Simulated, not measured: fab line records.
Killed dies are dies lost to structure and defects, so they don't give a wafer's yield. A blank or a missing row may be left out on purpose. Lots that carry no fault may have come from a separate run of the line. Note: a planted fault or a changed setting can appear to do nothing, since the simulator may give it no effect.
What tool caused it?	flow nand harc	42 wafers from 14 lots sampled at 4 of the route's 1302 steps

## WHAT THE GAUGES READ, wafer by wafer
Not one reading of a measure or inspect step in the record can be checked against a usual standard deviation.

## EACH LOT AND THE TOOL THAT RAN IT (in order: tool; ch and the chambers of the sampled wafers; start)
lot	NHARC_A_STAIRCASE_STRIP_295	NHARC_A_STAIRCASE_ETCHBACK_416	NHARC_A_STAIRCASE_STRIP_476	NHARC_A_STAIRCASE_DEP_417
L964	rie diel-11 ch 1,2,3, day 17 13:24 or earlier	rie diel-13 ch 0,2,3, day 17 13:24	rie diel-13 ch 2,3, day 17 13:29	pecvd-04 ch 0,2, day 17 13:35
L963	rie diel-13 ch 0,1,2, day 17 18:29 or earlier	rie diel-13 ch 1,2,3, day 17 18:29	rie diel-13 ch 0,1,2, day 17 18:36	pecvd-01 ch 0,1, day 17 18:44
L965	rie diel-13 ch 1,2,3, day 18 13:57 or earlier	rie diel-11 ch 0,1,3, day 18 13:57	rie diel-11 ch 0,1,2, day 18 14:02	pecvd-03 ch 0,1,2, day 18 14:10
L967	rie diel-11 ch 1,2,3, day 19 01:16 or earlier	rie diel-11 ch 1,2,3, day 19 01:16	rie diel-11 ch 1,2,3, day 19 01:20	pecvd-01 ch 0,1,2, day 19 01:29
L966	rie diel-13 ch 1,2, day 19 09:28 or earlier	rie diel-13 ch 0,1, day 19 09:28	rie diel-13 ch 0,1,2, day 19 09:38	pecvd-03 ch 0,1, day 19 09:44
L974	rie diel-11 ch 1,2,3, day 21 19:46 or earlier	rie diel-13 ch 0,1,3, day 21 19:46	rie diel-13 ch 1,2,3, day 21 20:35	pecvd-03 ch 0,2, day 21 20:43
L975	rie diel-11 ch 0,1,3, day 23 05:18 or earlier	rie diel-13 ch 0,1,2, day 23 05:18	rie diel-13 ch 0,1,2, day 23 05:23	pecvd-01 ch 0,1,2, day 23 05:29
L979	rie diel-11 ch 0,2,3, day 24 05:44 or earlier	rie diel-09 ch 0,1,2, day 24 05:44	rie diel-09 ch 0,2,3, day 24 05:48	pecvd-04 ch 1,2, day 24 05:53
L980	rie diel-13 ch 1,2, day 24 09:31 or earlier	rie diel-09 ch 1,2,3, day 24 09:31	rie diel-09 ch 0,1, day 24 09:35	pecvd-04 ch 1,2, day 24 09:44
L981	rie diel-13 ch 2,3, day 25 08:19 or earlier	rie diel-11 ch 1,2,3, day 25 08:19	rie diel-11 ch 2,3, day 25 08:22	pecvd-01 ch 1,2, day 25 08:51
L985	rie diel-09 ch 1,2,3, day 26 06:11 or earlier	rie diel-13 ch 1,2, day 26 06:11	rie diel-13 ch 0,2, day 26 06:26	pecvd-01 ch 0,1,2, day 26 06:32
L984	rie diel-13 ch 0,2,3, day 26 12:25 or earlier	rie diel-09 ch 0,1, day 26 12:25	rie diel-09 ch 0,1,2, day 26 12:31	pecvd-04 ch 0,1, day 26 12:38
L983	rie diel-13 ch 0,1,3, day 26 12:31 or earlier	rie diel-13 ch 0,2,3, day 26 12:31	rie diel-13 ch 1,2,3, day 26 12:36	pecvd-01 ch 0,2, day 26 12:41
L982	rie diel-11 ch 1,2,3, day 26 17:38 or earlier	rie diel-09 ch 0,1,3, day 26 17:38	rie diel-09 ch 0,1,2, day 26 17:43	pecvd-01 ch 0,1,2, day 26 17:51
- NHARC_A_STAIRCASE_STRIP_295: strips in O2.
- NHARC_A_STAIRCASE_ETCHBACK_416: etches the open film in C4F8/O2/Ar, target depth 36 nm, time 7.2 s.
- NHARC_A_STAIRCASE_STRIP_476: strips in O2, time 20 s.
- NHARC_A_STAIRCASE_DEP_417: deposits Si3N4, target thk 60 nm.

## WHAT THE TOOLS THEMSELVES READ (means of the sampled wafers that have a number; where no wafer has one, the mark that the record gives instead)
NHARC_A_STAIRCASE_STRIP_295. Usual: drypump motor current A 5.7 A, standard deviation 0.6; oes product au 1.001 a.u., standard deviation 0.013; rf vpp V 57.7 V, standard deviation 0.92; showerhead plenum p Torr 3.51 Torr, standard deviation 0.097; throttle valve pct 17.038 %, standard deviation 0.0092.
lot	tool	drypump motor current A (A)	oes product au (a.u.)	rf vpp V (V)	showerhead plenum p Torr (Torr)	throttle valve pct (%)	flag
L964	rie diel-11	5.9	1.000	57.3	3.42	17.032	
L963	rie diel-13	5.6	0.999	58.1	3.56	17.035	
L965	rie diel-13	5.5	1.007	57.8	3.60	17.039	
L967	rie diel-11	5.9	0.997	57.6	3.42	17.040	
L966	rie diel-13	5.5	0.999	57.5	3.57	17.037	
L974	rie diel-11	5.8	0.991	57.5	3.41	17.032	
L975	rie diel-11	5.4	0.979	57.2	3.39	17.033	
L979	rie diel-11	5.5	0.997	58.1	3.42	17.033	
L980	rie diel-13	5.4	0.993	58.4	3.55	17.035	
L981	rie diel-13	5.7	1.007	58.8	3.60	17.042	
L985	rie diel-09	6.0	1.019	57.9	3.49	17.035	
L984	rie diel-13	5.8	0.999	57.8	3.55	17.043	
L983	rie diel-13	5.3	1.006	58.5	3.54	17.028	
L982	rie diel-11	5.9	1.006	57.0	3.39	17.036	

NHARC_A_STAIRCASE_ETCHBACK_416. Usual: oes product au 0.930 a.u., standard deviation 0.019; rf vpp V 722 V, standard deviation 3.2.
lot	tool	oes product au (a.u.)	rf vpp V (V)	flag
L964	rie diel-13	0.926	725	
L963	rie diel-13	0.928	726	
L965	rie diel-11	0.916	720	
L967	rie diel-11	0.928	719	
L966	rie diel-13	0.920	723	
L974	rie diel-13	0.880	724	
L975	rie diel-13	0.876	723	
L979	rie diel-09	0.938	723	
L980	rie diel-09	0.933	722	
L981	rie diel-11	0.932	719	
L985	rie diel-13	0.922	724	
L984	rie diel-09	0.936	726	
L983	rie diel-13	0.933	724	
L982	rie diel-09	0.945	723	

NHARC_A_STAIRCASE_STRIP_476. Usual: drypump motor current A 5.7 A, standard deviation 0.65; oes product au 1.001 a.u., standard deviation 0.013; rf vpp V 57.7 V, standard deviation 0.91; showerhead plenum p Torr 3.50 Torr, standard deviation 0.1; throttle valve pct 17.037 %, standard deviation 0.0078.
lot	tool	drypump motor current A (A)	oes product au (a.u.)	rf vpp V (V)	showerhead plenum p Torr (Torr)	throttle valve pct (%)	flag
L964	rie diel-13	6.0	1.000	57.7	3.60	17.034	
L963	rie diel-13	5.7	0.995	57.2	3.55	17.036	
L965	rie diel-11	6.0	1.002	56.7	3.48	17.038	
L967	rie diel-11	5.8	0.996	57.2	3.42	17.034	
L966	rie diel-13	5.6	0.993	57.5	3.55	17.043	
L974	rie diel-13	5.5	1.002	57.5	3.58	17.035	
L975	rie diel-13	5.6	0.997	58.6	3.53	17.043	
L979	rie diel-09	5.6	1.016	57.9	3.41	17.043	
L980	rie diel-09	5.6	1.017	57.9	3.52	17.043	
L981	rie diel-11	5.4	0.994	57.7	3.35	17.042	
L985	rie diel-13	6.1	1.005	57.4	3.52	17.046	
L984	rie diel-09	6.1	1.011	58.7	3.50	17.036	
L983	rie diel-13	5.5	0.992	57.4	3.57	17.036	
L982	rie diel-09	6.1	1.009	57.7	3.50	17.028	

NHARC_A_STAIRCASE_DEP_417. Usual: 725 W for heater power w, sd 89.
lot	tool	heater power w (W)	flag
L964	pecvd-04	747	
L963	pecvd-01	736	
L965	pecvd-03	633	
L967	pecvd-01	776	
L966	pecvd-03	622	
L974	pecvd-03	613	
L975	pecvd-01	769	
L979	pecvd-04	753	
L980	pecvd-04	750	
L981	pecvd-01	755	
L985	pecvd-01	782	
L984	pecvd-04	760	
L983	pecvd-01	773	
L982	pecvd-01	715	

## THE ANSWER, worked out from the rows above alone
Rule: a lot counts as off when the mean over its wafers that have a number is more than 3 standard deviations away from the usual mean. A lot without any number at a reading at which 4 lots or more have one is off too. Any other lot the step has rows for is counted as sound. Order of review: gauges by route order, followed by the tools' own readings, for which a lot's mean as printed above is used. At the first step where some lot is off, the reading lying furthest off is the one used; lots without a number count as furthest.
Nothing can be told from this: no lot is off at any reading shown.

## WHAT THE SIMULATOR HAD INSERTED
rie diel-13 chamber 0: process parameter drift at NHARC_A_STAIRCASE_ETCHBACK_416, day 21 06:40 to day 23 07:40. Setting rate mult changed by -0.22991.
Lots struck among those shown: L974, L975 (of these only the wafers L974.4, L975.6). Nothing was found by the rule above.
